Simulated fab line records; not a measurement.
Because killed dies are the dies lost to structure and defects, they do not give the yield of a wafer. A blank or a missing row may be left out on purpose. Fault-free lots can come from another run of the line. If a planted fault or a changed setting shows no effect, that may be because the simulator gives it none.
Chamber matching | flow nand-harc | rie-diel-08 running NHARC_A_CHANNEL_FILL_D2_STRIP_28: 4 sister chambers
The step strips in O2, time 20 s. 4 wafers are shown with their chamber, then 8 later ones without.

WAFERS PAIRED WITH THEIR CHAMBERS
wafer  | chamber | drypump-motor-current-A (A)
L171.6 | 0       | 5.9
L175.1 | 1       | 5.9
L175.6 | 2       | 5.4
L177.2 | 3       | 5.7

WAFERS WITH NO CHAMBER GIVEN
wafer  | drypump-motor-current-A (A)
L177.4 | 5.4
L177.6 | 5.3
L180.2 | 5.8
L180.3 | 5.3
L180.4 | 5.7
L186.1 | 5.8
L186.2 | 5.9
L186.3 | 5.3

EACH ONE'S CHAMBER
wafer  | from the rows above          | in truth
L177.4 | 2                            | 2
L177.6 | 2                            | 2
L180.2 | can't be placed: 3 or 0 or 1 | 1
L180.3 | 2                            | 2
L180.4 | 3                            | 3
L186.1 | can't be placed: 3 or 0 or 1 | 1
L186.2 | can't be placed: 0 or 1      | 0
L186.3 | 2                            | 2
Correct placement for 5 of the 8. From these rows, 3 cannot be placed; in 3 the true chamber is one of the candidates. Wrongly placed: 0.
How it was worked out, from the rows above alone: a wafer's distance from a chamber is the root of the sum, over the readings, of the square of ((its reading less the chamber's mean) divided by the reading's scatter). The wafer belongs to the nearest chamber; if the next one is less than 2 further off, it can't be placed. For every chamber, the mean is computed from those of its wafers that are shown. The scatter: root of mean squared gap, hidden wafer to nearest shown wafer, with one shown wafer a chamber.
